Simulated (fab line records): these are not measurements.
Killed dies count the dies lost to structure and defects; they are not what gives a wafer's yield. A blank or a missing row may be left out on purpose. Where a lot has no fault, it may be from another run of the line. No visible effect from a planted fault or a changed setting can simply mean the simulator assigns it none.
What tool caused it? | flow n5-finfet | 24 lots, 72 wafers sampled, at 2 steps of a route of 1938

WHAT THE GAUGES READ, wafer by wafer
N5_MOL_CONTACT_COAG_CD_MEAS_08: target cd 28 nm.
lot  | measured     | on        | cd-nm (nm)
L074 | day 4 15:29  | cd-sem-03 | 28.00 28.12 28.10
L075 | day 4 22:59  | cd-sem-02 | 27.96 28.68 27.92
L076 | day 5 07:02  | cd-sem-03 | 27.36 27.72 28.02
L077 | day 5 09:15  | cd-sem-01 | 28.16 27.78 27.62
L078 | day 5 15:45  | cd-sem-03 | 27.86 28.10 27.76
L079 | day 6 01:26  | cd-sem-03 | 28.20 28.21 28.10
L080 | day 6 03:41  | cd-sem-03 | 27.75 27.89 27.84
L081 | day 6 09:59  | cd-sem-01 | 27.80 27.49 28.07
L082 | day 6 17:14  | cd-sem-01 | 27.42 27.97 27.78
L083 | day 6 22:24  | cd-sem-01 | 27.79 27.89 28.36
L084 | day 7 09:52  | cd-sem-02 | 27.51 27.52 27.71
L085 | day 7 11:12  | cd-sem-03 | 27.50 27.73 27.63
L086 | day 7 19:41  | cd-sem-01 | 27.86 27.92 27.74
L087 | day 8 01:22  | cd-sem-01 | 28.02 28.15 28.01
L088 | day 8 02:28  | cd-sem-02 | 27.84 27.68 28.08
L089 | day 8 09:39  | cd-sem-02 | 27.88 28.10 28.20
L090 | day 8 17:43  | cd-sem-01 | 27.45 28.15 28.24
L091 | day 8 23:43  | cd-sem-02 | 27.67 27.61 28.10
L092 | day 9 05:04  | cd-sem-03 | 27.92 28.07 28.14
L093 | day 9 11:27  | cd-sem-03 | 27.70 28.25 27.93
L094 | day 9 19:26  | cd-sem-03 | 28.05 27.98 28.01
L095 | day 10 01:45 | cd-sem-02 | 28.03 28.16 27.83
L096 | day 10 04:58 | cd-sem-03 | 27.94 27.54 28.17
L097 | day 10 14:33 | cd-sem-03 | 28.18 28.23 27.85

WHAT TOOL EACH LOT RAN ON (gives the tool, then ch and the chambers of the sampled wafers, and finally the start)
lot  | N5_GATE_CUT_STRIP_21
L074 | plasma-asher-01 ch 0,1, day 4 12:23
L075 | plasma-asher-01 ch 0,1, day 4 19:45
L076 | plasma-asher-02 ch 0,1, day 5 02:32
L077 | plasma-asher-01 ch 0,1, day 5 06:05
L078 | plasma-asher-01 ch 0,1, day 5 12:46
L079 | plasma-asher-01 ch 0,1, day 5 22:06
L080 | plasma-asher-02 ch 0,1, day 6 00:35
L081 | plasma-asher-02 ch 0,1, day 6 06:59
L082 | plasma-asher-02 ch 0,1, day 6 14:13
L083 | plasma-asher-01 ch 0,1, day 6 19:25
L084 | plasma-asher-02 ch 0,1, day 7 06:34
L085 | plasma-asher-01 ch 0, day 7 08:13
L086 | plasma-asher-01 ch 0,1, day 7 16:35
L087 | plasma-asher-02 ch 0,1, day 7 22:23
L088 | plasma-asher-01 ch 0,1, day 7 23:06
L089 | plasma-asher-02 ch 0,1, day 8 06:41
L090 | plasma-asher-02 ch 0,1, day 8 14:44
L091 | plasma-asher-02 ch 0,1, day 8 20:37
L092 | plasma-asher-02 ch 0,1, day 9 02:05
L093 | plasma-asher-01 ch 0,1, day 9 08:29
L094 | plasma-asher-01 ch 0,1, day 9 16:17
L095 | plasma-asher-02 ch 0,1, day 9 21:22
L096 | plasma-asher-01 ch 0,1, day 10 01:52
L097 | plasma-asher-01 ch 0,1, day 10 11:19
- N5_GATE_CUT_STRIP_21: strips in N2/H2, time 30 s.

WHAT THE TOOLS THEMSELVES READ (means of the sampled wafers that have a number; where no wafer has one, the mark that the record gives instead)
N5_GATE_CUT_STRIP_21.
lot  | tool            | drypump-motor-current-A (A) | h2-flow-sccm (sccm) | heater-power-w (W)
L074 | plasma-asher-01 | 5.7                         | 3245                | 331
L075 | plasma-asher-01 | 5.7                         | 3251                | 327
L076 | plasma-asher-02 | 5.0                         | 3266                | 367
L077 | plasma-asher-01 | 5.7                         | 3248                | 327
L078 | plasma-asher-01 | 5.7                         | 3255                | 315
L079 | plasma-asher-01 | 5.7                         | 3255                | 326
L080 | plasma-asher-02 | 4.9                         | 3254                | 376
L081 | plasma-asher-02 | 4.9                         | 3256                | 374
L082 | plasma-asher-02 | 4.9                         | 3244                | 376
L083 | plasma-asher-01 | 5.7                         | 3258                | 315
L084 | plasma-asher-02 | 5.0                         | 3262                | 381
L085 | plasma-asher-01 | 5.7                         | 3256                | 331
L086 | plasma-asher-01 | 5.7                         | 3234                | 321
L087 | plasma-asher-02 | 4.9                         | 3248                | 379
L088 | plasma-asher-01 | 5.7                         | 3252                | 318
L089 | plasma-asher-02 | 4.9                         | 3251                | 379
L090 | plasma-asher-02 | 5.0                         | 3239                | 383
L091 | plasma-asher-02 | 5.0                         | 3254                | 386
L092 | plasma-asher-02 | 5.0                         | 3254                | 379
L093 | plasma-asher-01 | 5.7                         | 3263                | 322
L094 | plasma-asher-01 | 5.6                         | 3239                | 312
L095 | plasma-asher-02 | 5.0                         | 3259                | 382
L096 | plasma-asher-01 | 5.7                         | 3252                | 318
L097 | plasma-asher-01 | 5.7                         | 3257                | 317

THE ANSWER, worked out from the rows above alone
Rule: usual is defined by the lots themselves. The widest of any qualifying gaps counts: lots, ordered by their means at a reading, are off when they make up no more than a third of the lots, leave a main group of 4 or more, and stand apart from it by 3 or more times the standard deviation of that group's means. The tables above print the reading to a certain number of digits; a main group whose means all agree to those digits is not used. Also off: a lot with no number at a reading for which 4 or more lots have one. Any other lot the step has rows for is counted as sound. Order of review: gauges by route order, followed by the tools' own readings, for which a lot's mean as printed above is used. At the first step where some lot is off, the reading lying furthest off is the one used; lots without a number count as furthest.
No lot is off on any of the readings shown, so nothing can be concluded from this.

WHAT THE SIMULATOR HAD PUT IN
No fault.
